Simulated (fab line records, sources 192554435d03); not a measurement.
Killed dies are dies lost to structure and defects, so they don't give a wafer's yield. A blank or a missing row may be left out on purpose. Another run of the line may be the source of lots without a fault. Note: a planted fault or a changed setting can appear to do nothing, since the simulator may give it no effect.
Which tool is to blame? :: flow n5_finfet :: 24 lots, 72 wafers sampled, at 5 steps of a route of 1938

== WHAT THE GAUGES READ, wafer by wafer ==
N5_BEOL_M9_CD_MEAS_28: target cd 70 nm. Usual: cd_nm reads 69.98 nm (standard deviation 0.28).
lot: L075
measured: day 10 12:10
on: cd_sem-01
cd_nm (nm): 69.78 69.93 70.12
flag: 

lot: L074
measured: day 10 11:57
on: cd_sem-03
cd_nm (nm): 70.04 70.48 70.06
flag: 

lot: L076
measured: day 11 08:56
on: cd_sem-03
cd_nm (nm): 69.57 69.86 69.86
flag: 

lot: L077
measured: day 11 09:06
on: cd_sem-03
cd_nm (nm): 69.59 69.82 69.30
flag: 

lot: L078
measured: day 11 11:25
on: cd_sem-02
cd_nm (nm): 69.87 69.84 70.00
flag: 

lot: L081
measured: day 11 19:25
on: cd_sem-01
cd_nm (nm): 69.96 70.31 70.30
flag: 

lot: L082
measured: day 12 06:49
on: cd_sem-01
cd_nm (nm): 69.97 70.27 69.95
flag: 

lot: L080
measured: day 12 11:54
on: cd_sem-01
cd_nm (nm): 69.90 69.58 69.77
flag: 

lot: L079
measured: day 12 12:05
on: cd_sem-02
cd_nm (nm): 70.18 69.57 69.93
flag: 

lot: L084
measured: day 12 15:19
on: cd_sem-02
cd_nm (nm): 69.91 70.10 70.07
flag: 

lot: L083
measured: day 12 22:20
on: cd_sem-03
cd_nm (nm): 69.71 69.84 70.12
flag: 

lot: L086
measured: day 13 01:10
on: cd_sem-02
cd_nm (nm): 69.92 69.75 69.73
flag: 

lot: L085
measured: day 13 06:52
on: cd_sem-01
cd_nm (nm): 69.95 70.32 70.11
flag: 

lot: L090
measured: day 13 17:16
on: cd_sem-03
cd_nm (nm): 70.41 69.91 70.46
flag: 

lot: L087
measured: day 13 22:55
on: cd_sem-02
cd_nm (nm): 69.93 69.73 69.76
flag: 

lot: L088
measured: day 14 03:04
on: cd_sem-03
cd_nm (nm): 69.77 70.20 69.71
flag: 

lot: L089
measured: day 14 06:42
on: cd_sem-02
cd_nm (nm): 70.35 70.45 69.90
flag: 

lot: L092
measured: day 14 18:44
on: cd_sem-01
cd_nm (nm): 70.21 69.80 69.96
flag: 

lot: L091
measured: day 14 18:54
on: cd_sem-02
cd_nm (nm): 70.26 69.61 70.02
flag: 

lot: L093
measured: day 14 21:43
on: cd_sem-03
cd_nm (nm): 70.11 69.85 70.01
flag: 

lot: L094
measured: day 15 09:25
on: cd_sem-02
cd_nm (nm): 70.19 69.75 69.65
flag: 

lot: L095
measured: day 15 23:49
on: cd_sem-01
cd_nm (nm): 70.36 70.14 70.16
flag: 

lot: L097
measured: day 16 04:42
on: cd_sem-03
cd_nm (nm): 70.15 70.34 70.51
flag: 

lot: L096
measured: day 16 04:53
on: cd_sem-01
cd_nm (nm): 70.10 70.14 70.20
flag: 

N5_BEOL_M11_INSPECT_13: inspects for defects (brightfield). Usual: raw_defect_count reads 345 (standard deviation 83).
lot: L075
measured: day 11 06:04
on: defect_inspect-01
raw_defect_count: 345 295 440
flag: 

lot: L074
measured: day 11 05:50
on: defect_inspect-02
raw_defect_count: 278 274 213
flag: 

lot: L076
measured: day 12 00:13
on: defect_inspect-01
raw_defect_count: 434 451 331
flag: 

lot: L077
measured: day 11 23:56
on: defect_inspect-02
raw_defect_count: 386 243 360
flag: 

lot: L078
measured: day 12 00:22
on: defect_inspect-01
raw_defect_count: 318 495 273
flag: 

lot: L081
measured: day 12 11:38
on: defect_inspect-02
raw_defect_count: 264 307 254
flag: 

lot: L082
measured: day 12 20:34
on: defect_inspect-01
raw_defect_count: 322 397 380
flag: 

lot: L080
measured: day 13 00:22
on: defect_inspect-01
raw_defect_count: 320 403 262
flag: 

lot: L079
measured: day 13 00:10
on: defect_inspect-01
raw_defect_count: 388 429 427
flag: 

lot: L084
measured: day 13 05:55
on: defect_inspect-01
raw_defect_count: 412 337 344
flag: 

lot: L083
measured: day 13 13:04
on: defect_inspect-02
raw_defect_count: 243 230 221
flag: 

lot: L086
measured: day 13 17:04
on: defect_inspect-02
raw_defect_count: 249 389 266
flag: 

lot: L085
measured: day 13 22:00
on: defect_inspect-01
raw_defect_count: 616 477 333
flag: 

lot: L090
measured: day 14 05:48
on: defect_inspect-02
raw_defect_count: 366 373 320
flag: 

lot: L087
measured: day 14 13:31
on: defect_inspect-01
raw_defect_count: 352 293 330
flag: 

lot: L088
measured: day 14 18:52
on: defect_inspect-02
raw_defect_count: 313 271 240
flag: 

lot: L089
measured: day 14 23:29
on: defect_inspect-02
raw_defect_count: 326 366 329
flag: 

lot: L092
measured: day 15 10:49
on: defect_inspect-02
raw_defect_count: 442 378 272
flag: 

lot: L091
measured: day 15 14:13
on: defect_inspect-02
raw_defect_count: 309 292 258
flag: 

lot: L093
measured: day 15 14:29
on: defect_inspect-02
raw_defect_count: 377 454 390
flag: 

lot: L094
measured: day 16 01:53
on: defect_inspect-01
raw_defect_count: 451 494 547
flag: 

lot: L095
measured: day 16 15:12
on: defect_inspect-02
raw_defect_count: 264 308 311
flag: 

lot: L097
measured: day 16 18:03
on: defect_inspect-01
raw_defect_count: 331 346 325
flag: 

lot: L096
measured: day 16 18:13
on: defect_inspect-01
raw_defect_count: 309 281 290
flag: 

== WHICH TOOL RAN EACH LOT (tool, then ch and the chambers of the sampled wafers, then the start) ==
lot: L075
N5_BEOL_M8_ANNEAL_51: rtp_anneal-02 ch 0, day 10 05:58
N5_BEOL_M10_ALD_74: ald_metal-03 ch 1,3, day 11 00:18
N5_BEOL_M10_ANNEAL_51: rtp_anneal-02 ch 0, day 11 03:49

lot: L074
N5_BEOL_M8_ANNEAL_51: rtp_anneal-01 ch 0, day 10 06:26
N5_BEOL_M10_ALD_74: ald_metal-01 ch 1,2,3, day 11 00:13
N5_BEOL_M10_ANNEAL_51: rtp_anneal-01 ch 0, day 11 03:32

lot: L076
N5_BEOL_M8_ANNEAL_51: rtp_anneal-02 ch 0, day 11 00:53
N5_BEOL_M10_ALD_74: ald_metal-02 ch 0,2,3, day 11 17:48
N5_BEOL_M10_ANNEAL_51: rtp_anneal-02 ch 0, day 11 20:26

lot: L077
N5_BEOL_M8_ANNEAL_51: rtp_anneal-02 ch 0, day 11 03:19
N5_BEOL_M10_ALD_74: ald_metal-01 ch 0,3, day 11 20:13
N5_BEOL_M10_ANNEAL_51: rtp_anneal-02 ch 0, day 11 21:23

lot: L078
N5_BEOL_M8_ANNEAL_51: rtp_anneal-02 ch 0, day 11 05:29
N5_BEOL_M10_ALD_74: ald_metal-02 ch 0,1,3, day 11 20:31
N5_BEOL_M10_ANNEAL_51: rtp_anneal-02 ch 0, day 11 21:40

lot: L081
N5_BEOL_M8_ANNEAL_51: rtp_anneal-02 ch 0, day 11 14:07
N5_BEOL_M10_ALD_74: ald_metal-03 ch 1,2,3, day 12 05:10
N5_BEOL_M10_ANNEAL_51: rtp_anneal-01 ch 0, day 12 07:15

lot: L082
N5_BEOL_M8_ANNEAL_51: rtp_anneal-01 ch 0, day 12 02:32
N5_BEOL_M10_ALD_74: ald_metal-02 ch 0,1,2, day 12 16:52
N5_BEOL_M10_ANNEAL_51: rtp_anneal-01 ch 0, day 12 17:44

lot: L080
N5_BEOL_M8_ANNEAL_51: rtp_anneal-01 ch 0, day 12 04:20
N5_BEOL_M10_ALD_74: ald_metal-01 ch 0,1,2, day 12 20:35
N5_BEOL_M10_ANNEAL_51: rtp_anneal-01 ch 0, day 12 21:41

lot: L079
N5_BEOL_M8_ANNEAL_51: rtp_anneal-02 ch 0, day 12 05:49
N5_BEOL_M10_ALD_74: ald_metal-01 ch 0,1,3, day 12 20:20
N5_BEOL_M10_ANNEAL_51: rtp_anneal-02 ch 0, day 12 21:22

lot: L084
N5_BEOL_M8_ANNEAL_51: rtp_anneal-01 ch 0, day 12 08:06
N5_BEOL_M10_ALD_74: ald_metal-02 ch 0,2, day 13 00:06
N5_BEOL_M10_ANNEAL_51: rtp_anneal-02 ch 0, day 13 01:35

lot: L083
N5_BEOL_M8_ANNEAL_51: rtp_anneal-02 ch 0, day 12 17:35
N5_BEOL_M10_ALD_74: ald_metal-01 ch 0,1,2, day 13 08:22
N5_BEOL_M10_ANNEAL_51: rtp_anneal-02 ch 0, day 13 09:11

lot: L086
N5_BEOL_M8_ANNEAL_51: rtp_anneal-01 ch 0, day 12 21:30
N5_BEOL_M10_ALD_74: ald_metal-03 ch 0,1,2, day 13 13:37
N5_BEOL_M10_ANNEAL_51: rtp_anneal-02 ch 0, day 13 14:29

lot: L085
N5_BEOL_M8_ANNEAL_51: rtp_anneal-02 ch 0, day 13 00:58
N5_BEOL_M10_ALD_74: ald_metal-01 ch 1,2,3, day 13 18:08
N5_BEOL_M10_ANNEAL_51: rtp_anneal-02 ch 0, day 13 18:56

lot: L090
N5_BEOL_M8_ANNEAL_51: rtp_anneal-01 ch 0, day 13 14:02
N5_BEOL_M10_ALD_74: ald_metal-02 ch 1,2, day 14 01:04
N5_BEOL_M10_ANNEAL_51: rtp_anneal-01 ch 0, day 14 03:41

lot: L087
N5_BEOL_M8_ANNEAL_51: rtp_anneal-02 ch 0, day 13 14:47
N5_BEOL_M10_ALD_74: ald_metal-02 ch 0,1, day 14 08:29
N5_BEOL_M10_ANNEAL_51: rtp_anneal-01 ch 0, day 14 09:28

lot: L088
N5_BEOL_M8_ANNEAL_51: rtp_anneal-01 ch 0, day 13 20:01
N5_BEOL_M10_ALD_74: ald_metal-03 ch 0,3, day 14 13:00
N5_BEOL_M10_ANNEAL_51: rtp_anneal-02 ch 0, day 14 13:55

lot: L089
N5_BEOL_M8_ANNEAL_51: rtp_anneal-02 ch 0, day 14 01:38
N5_BEOL_M10_ALD_74: ald_metal-02 ch 0,1, day 14 19:49
N5_BEOL_M10_ANNEAL_51: rtp_anneal-01 ch 0, day 14 20:58

lot: L092
N5_BEOL_M8_ANNEAL_51: rtp_anneal-02 ch 0, day 14 09:54
N5_BEOL_M10_ALD_74: ald_metal-03 ch 0,1,2, day 15 05:56
N5_BEOL_M10_ANNEAL_51: rtp_anneal-02 ch 0, day 15 07:25

lot: L091
N5_BEOL_M8_ANNEAL_51: rtp_anneal-02 ch 0, day 14 10:59
N5_BEOL_M10_ALD_74: ald_metal-03 ch 1,2, day 15 10:04
N5_BEOL_M10_ANNEAL_51: rtp_anneal-01 ch 0, day 15 10:51

lot: L093
N5_BEOL_M8_ANNEAL_51: rtp_anneal-01 ch 0, day 14 13:45
N5_BEOL_M10_ALD_74: ald_metal-02 ch 0,2, day 15 10:05
N5_BEOL_M10_ANNEAL_51: rtp_anneal-02 ch 0, day 15 10:59

lot: L094
N5_BEOL_M8_ANNEAL_51: rtp_anneal-02 ch 0, day 15 05:13
N5_BEOL_M10_ALD_74: ald_metal-02 ch 1,2, day 15 22:08
N5_BEOL_M10_ANNEAL_51: rtp_anneal-02 ch 0, day 15 23:38

lot: L095
N5_BEOL_M8_ANNEAL_51: rtp_anneal-01 ch 0, day 15 16:53
N5_BEOL_M10_ALD_74: ald_metal-03 ch 1,3, day 16 11:46
N5_BEOL_M10_ANNEAL_51: rtp_anneal-01 ch 0, day 16 12:29

lot: L097
N5_BEOL_M8_ANNEAL_51: rtp_anneal-01 ch 0, day 15 19:29
N5_BEOL_M10_ALD_74: ald_metal-03 ch 0,2,3, day 16 12:07
N5_BEOL_M10_ANNEAL_51: rtp_anneal-02 ch 0, day 16 14:44

lot: L096
N5_BEOL_M8_ANNEAL_51: rtp_anneal-01 ch 0, day 15 19:56
N5_BEOL_M10_ALD_74: ald_metal-02 ch 0,1,2, day 16 12:14
N5_BEOL_M10_ANNEAL_51: rtp_anneal-01 ch 0, day 16 14:47
- N5_BEOL_M8_ANNEAL_51: time 90 s.
- N5_BEOL_M10_ALD_74: deposits TaN, target thk 2 nm, pulse time 2 s, purge time 3 s.
- N5_BEOL_M10_ANNEAL_51: time 90 s.

== WHAT THE TOOLS THEMSELVES READ (means of the sampled wafers that have a number; where no wafer has one, the mark that the record gives instead) ==
N5_BEOL_M8_ANNEAL_51. Usual: anneal_temp_c_max 225.86, standard deviation 0.22; wafer_temp_C_max 226.0, standard deviation 0.33.
lot: L075
tool: rtp_anneal-02
anneal_temp_c_max: 225.91
wafer_temp_C_max: 225.6
flag: 

lot: L074
tool: rtp_anneal-01
anneal_temp_c_max: 226.16
wafer_temp_C_max: 226.4
flag: 

lot: L076
tool: rtp_anneal-02
anneal_temp_c_max: 225.86
wafer_temp_C_max: 225.9
flag: 

lot: L077
tool: rtp_anneal-02
anneal_temp_c_max: 226.06
wafer_temp_C_max: 225.8
flag: 

lot: L078
tool: rtp_anneal-02
anneal_temp_c_max: 225.98
wafer_temp_C_max: 225.9
flag: 

lot: L081
tool: rtp_anneal-02
anneal_temp_c_max: 225.66
wafer_temp_C_max: 225.8
flag: 

lot: L082
tool: rtp_anneal-01
anneal_temp_c_max: 225.81
wafer_temp_C_max: 226.5
flag: 

lot: L080
tool: rtp_anneal-01
anneal_temp_c_max: 225.61
wafer_temp_C_max: 226.1
flag: 

lot: L079
tool: rtp_anneal-02
anneal_temp_c_max: 225.79
wafer_temp_C_max: 225.9
flag: 

lot: L084
tool: rtp_anneal-01
anneal_temp_c_max: 225.97
wafer_temp_C_max: 226.3
flag: 

lot: L083
tool: rtp_anneal-02
anneal_temp_c_max: 225.74
wafer_temp_C_max: 225.5
flag: 

lot: L086
tool: rtp_anneal-01
anneal_temp_c_max: 225.73
wafer_temp_C_max: 226.1
flag: 

lot: L085
tool: rtp_anneal-02
anneal_temp_c_max: 225.59
wafer_temp_C_max: 225.8
flag: 

lot: L090
tool: rtp_anneal-01
anneal_temp_c_max: 225.76
wafer_temp_C_max: 226.4
flag: 

lot: L087
tool: rtp_anneal-02
anneal_temp_c_max: 225.95
wafer_temp_C_max: 225.7
flag: 

lot: L088
tool: rtp_anneal-01
anneal_temp_c_max: 225.98
wafer_temp_C_max: 226.3
flag: 

lot: L089
tool: rtp_anneal-02
anneal_temp_c_max: 226.06
wafer_temp_C_max: 225.8
flag: 

lot: L092
tool: rtp_anneal-02
anneal_temp_c_max: 225.54
wafer_temp_C_max: 225.9
flag: 

lot: L091
tool: rtp_anneal-02
anneal_temp_c_max: 225.72
wafer_temp_C_max: 225.8
flag: 

lot: L093
tool: rtp_anneal-01
anneal_temp_c_max: 226.17
wafer_temp_C_max: 226.4
flag: 

lot: L094
tool: rtp_anneal-02
anneal_temp_c_max: 226.00
wafer_temp_C_max: 225.6
flag: 

lot: L095
tool: rtp_anneal-01
anneal_temp_c_max: 225.96
wafer_temp_C_max: 226.3
flag: 

lot: L097
tool: rtp_anneal-01
anneal_temp_c_max: 225.94
wafer_temp_C_max: 225.8
flag: 

lot: L096
tool: rtp_anneal-01
anneal_temp_c_max: 225.82
wafer_temp_C_max: 226.2
flag: 

N5_BEOL_M10_ALD_74. Usual: chamber_pressure_Torr 3.000 Torr, standard deviation 0.0064; heater_power_w 425 W, standard deviation 45; mfc_carrier_sccm 1500 sccm, standard deviation 4.7; precursor_vessel_carrier_sccm 999.5 sccm, standard deviation 3; precursor_vessel_temp_c 75.00 C, standard deviation 0.12.
lot: L075
tool: ald_metal-03
chamber_pressure_Torr (Torr): 2.996
heater_power_w (W): 384
mfc_carrier_sccm (sccm): 1502
precursor_vessel_carrier_sccm (sccm): 998.6
precursor_vessel_temp_c (C): 75.12
flag: 

lot: L074
tool: ald_metal-01
chamber_pressure_Torr (Torr): 3.001
heater_power_w (W): 438
mfc_carrier_sccm (sccm): 1500
precursor_vessel_carrier_sccm (sccm): 999.1
precursor_vessel_temp_c (C): 75.04
flag: 

lot: L076
tool: ald_metal-02
chamber_pressure_Torr (Torr): 2.989
heater_power_w (W): 431
mfc_carrier_sccm (sccm): 1502
precursor_vessel_carrier_sccm (sccm): 999.4
precursor_vessel_temp_c (C): 75.05
flag: 

lot: L077
tool: ald_metal-01
chamber_pressure_Torr (Torr): 3.002
heater_power_w (W): 403
mfc_carrier_sccm (sccm): 1497
precursor_vessel_carrier_sccm (sccm): 998.1
precursor_vessel_temp_c (C): 75.04
flag: 

lot: L078
tool: ald_metal-02
chamber_pressure_Torr (Torr): 3.000
heater_power_w (W): 418
mfc_carrier_sccm (sccm): 1495
precursor_vessel_carrier_sccm (sccm): 999.9
precursor_vessel_temp_c (C): 75.07
flag: 

lot: L081
tool: ald_metal-03
chamber_pressure_Torr (Torr): 2.999
heater_power_w (W): 422
mfc_carrier_sccm (sccm): 1504
precursor_vessel_carrier_sccm (sccm): 1000.2
precursor_vessel_temp_c (C): 75.02
flag: 

lot: L082
tool: ald_metal-02
chamber_pressure_Torr (Torr): 2.999
heater_power_w (W): 423
mfc_carrier_sccm (sccm): 1500
precursor_vessel_carrier_sccm (sccm): 1001.3
precursor_vessel_temp_c (C): 74.99
flag: 

lot: L080
tool: ald_metal-01
chamber_pressure_Torr (Torr): 2.998
heater_power_w (W): 414
mfc_carrier_sccm (sccm): 1505
precursor_vessel_carrier_sccm (sccm): 999.4
precursor_vessel_temp_c (C): 75.07
flag: 

lot: L079
tool: ald_metal-01
chamber_pressure_Torr (Torr): 3.006
heater_power_w (W): 393
mfc_carrier_sccm (sccm): 1507
precursor_vessel_carrier_sccm (sccm): 999.2
precursor_vessel_temp_c (C): 75.09
flag: 

lot: L084
tool: ald_metal-02
chamber_pressure_Torr (Torr): 2.998
heater_power_w (W): 438
mfc_carrier_sccm (sccm): 1501
precursor_vessel_carrier_sccm (sccm): 999.3
precursor_vessel_temp_c (C): 75.16
flag: 

lot: L083
tool: ald_metal-01
chamber_pressure_Torr (Torr): 2.998
heater_power_w (W): 412
mfc_carrier_sccm (sccm): 1499
precursor_vessel_carrier_sccm (sccm): 995.9
precursor_vessel_temp_c (C): 74.92
flag: 

lot: L086
tool: ald_metal-03
chamber_pressure_Torr (Torr): 2.995
heater_power_w (W): 433
mfc_carrier_sccm (sccm): 1499
precursor_vessel_carrier_sccm (sccm): 998.2
precursor_vessel_temp_c (C): 75.06
flag: 

lot: L085
tool: ald_metal-01
chamber_pressure_Torr (Torr): 3.002
heater_power_w (W): 433
mfc_carrier_sccm (sccm): 1500
precursor_vessel_carrier_sccm (sccm): 999.1
precursor_vessel_temp_c (C): 74.98
flag: 

lot: L090
tool: ald_metal-02
chamber_pressure_Torr (Torr): 2.999
heater_power_w (W): 471
mfc_carrier_sccm (sccm): 1502
precursor_vessel_carrier_sccm (sccm): 998.5
precursor_vessel_temp_c (C): 74.93
flag: 

lot: L087
tool: ald_metal-02
chamber_pressure_Torr (Torr): 3.000
heater_power_w (W): 409
mfc_carrier_sccm (sccm): 1501
precursor_vessel_carrier_sccm (sccm): 1000.2
precursor_vessel_temp_c (C): 75.03
flag: 

lot: L088
tool: ald_metal-03
chamber_pressure_Torr (Torr): 2.996
heater_power_w (W): 439
mfc_carrier_sccm (sccm): 1501
precursor_vessel_carrier_sccm (sccm): 1001.7
precursor_vessel_temp_c (C): 74.92
flag: 

lot: L089
tool: ald_metal-02
chamber_pressure_Torr (Torr): 2.995
heater_power_w (W): 383
mfc_carrier_sccm (sccm): 1500
precursor_vessel_carrier_sccm (sccm): 1002.3
precursor_vessel_temp_c (C): 74.82
flag: 

lot: L092
tool: ald_metal-03
chamber_pressure_Torr (Torr): 3.000
heater_power_w (W): 435
mfc_carrier_sccm (sccm): 1497
precursor_vessel_carrier_sccm (sccm): 1001.0
precursor_vessel_temp_c (C): 74.92
flag: 

lot: L091
tool: ald_metal-03
chamber_pressure_Torr (Torr): 3.003
heater_power_w (W): 426
mfc_carrier_sccm (sccm): 1501
precursor_vessel_carrier_sccm (sccm): 999.6
precursor_vessel_temp_c (C): 75.08
flag: 

lot: L093
tool: ald_metal-02
chamber_pressure_Torr (Torr): 2.996
heater_power_w (W): 400
mfc_carrier_sccm (sccm): 1499
precursor_vessel_carrier_sccm (sccm): 1000.3
precursor_vessel_temp_c (C): 74.98
flag: 

lot: L094
tool: ald_metal-02
chamber_pressure_Torr (Torr): 3.002
heater_power_w (W): 470
mfc_carrier_sccm (sccm): 1501
precursor_vessel_carrier_sccm (sccm): 998.6
precursor_vessel_temp_c (C): 74.99
flag: 

lot: L095
tool: ald_metal-03
chamber_pressure_Torr (Torr): 3.003
heater_power_w (W): 383
mfc_carrier_sccm (sccm): 1499
precursor_vessel_carrier_sccm (sccm): 998.1
precursor_vessel_temp_c (C): 74.97
flag: 

lot: L097
tool: ald_metal-03
chamber_pressure_Torr (Torr): 3.003
heater_power_w (W): 451
mfc_carrier_sccm (sccm): 1503
precursor_vessel_carrier_sccm (sccm): 997.7
precursor_vessel_temp_c (C): 75.02
flag: 

lot: L096
tool: ald_metal-02
chamber_pressure_Torr (Torr): 3.002
heater_power_w (W): 426
mfc_carrier_sccm (sccm): 1502
precursor_vessel_carrier_sccm (sccm): 1003.8
precursor_vessel_temp_c (C): 75.04
flag: 

N5_BEOL_M10_ANNEAL_51. Usual: anneal_temp_c_max 225.87, standard deviation 0.21; wafer_temp_C_max 226.0, standard deviation 0.33.
lot: L075
tool: rtp_anneal-02
anneal_temp_c_max: 225.84
wafer_temp_C_max: 225.9
flag: 

lot: L074
tool: rtp_anneal-01
anneal_temp_c_max: 225.58
wafer_temp_C_max: 226.5
flag: 

lot: L076
tool: rtp_anneal-02
anneal_temp_c_max: 225.67
wafer_temp_C_max: 225.8
flag: 

lot: L077
tool: rtp_anneal-02
anneal_temp_c_max: 225.84
wafer_temp_C_max: 226.1
flag: 

lot: L078
tool: rtp_anneal-02
anneal_temp_c_max: 225.96
wafer_temp_C_max: 225.7
flag: 

lot: L081
tool: rtp_anneal-01
anneal_temp_c_max: 225.74
wafer_temp_C_max: 226.3
flag: 

lot: L082
tool: rtp_anneal-01
anneal_temp_c_max: 226.01
wafer_temp_C_max: 226.5
flag: 

lot: L080
tool: rtp_anneal-01
anneal_temp_c_max: 225.87
wafer_temp_C_max: 226.5
flag: 

lot: L079
tool: rtp_anneal-02
anneal_temp_c_max: 226.03
wafer_temp_C_max: 225.7
flag: 

lot: L084
tool: rtp_anneal-02
anneal_temp_c_max: 225.99
wafer_temp_C_max: 225.9
flag: 

lot: L083
tool: rtp_anneal-02
anneal_temp_c_max: 225.86
wafer_temp_C_max: 225.9
flag: 

lot: L086
tool: rtp_anneal-02
anneal_temp_c_max: 225.82
wafer_temp_C_max: 226.1
flag: 

lot: L085
tool: rtp_anneal-02
anneal_temp_c_max: 225.57
wafer_temp_C_max: 226.0
flag: 

lot: L090
tool: rtp_anneal-01
anneal_temp_c_max: 225.85
wafer_temp_C_max: 226.1
flag: 

lot: L087
tool: rtp_anneal-01
anneal_temp_c_max: 225.93
wafer_temp_C_max: 226.4
flag: 

lot: L088
tool: rtp_anneal-02
anneal_temp_c_max: 225.95
wafer_temp_C_max: 225.9
flag: 

lot: L089
tool: rtp_anneal-01
anneal_temp_c_max: 225.95
wafer_temp_C_max: 226.2
flag: 

lot: L092
tool: rtp_anneal-02
anneal_temp_c_max: 225.75
wafer_temp_C_max: 225.9
flag: 

lot: L091
tool: rtp_anneal-01
anneal_temp_c_max: 226.11
wafer_temp_C_max: 226.4
flag: 

lot: L093
tool: rtp_anneal-02
anneal_temp_c_max: 225.88
wafer_temp_C_max: 225.6
flag: 

lot: L094
tool: rtp_anneal-02
anneal_temp_c_max: 225.91
wafer_temp_C_max: 225.8
flag: 

lot: L095
tool: rtp_anneal-01
anneal_temp_c_max: 225.87
wafer_temp_C_max: 226.0
flag: 

lot: L097
tool: rtp_anneal-02
anneal_temp_c_max: 225.91
wafer_temp_C_max: 225.8
flag: 

lot: L096
tool: rtp_anneal-01
anneal_temp_c_max: 225.84
wafer_temp_C_max: 226.2
flag: 

== THE ANSWER, worked out from the rows above alone ==
Rule: lot off if the mean of its wafers having a number is beyond 3 standard deviations from the usual mean. A lot without any number at a reading at which 4 lots or more have one is off too. All remaining lots with rows at the step are treated as sound. Order of review: gauges by route order, followed by the tools' own readings, for which a lot's mean as printed above is used. At the first step where some lot is off, the reading lying furthest off is the one used; lots without a number count as furthest.
No lot is off at any reading shown: from this, nothing can be told.

== WHAT HAD BEEN PUT IN BY THE SIMULATOR ==
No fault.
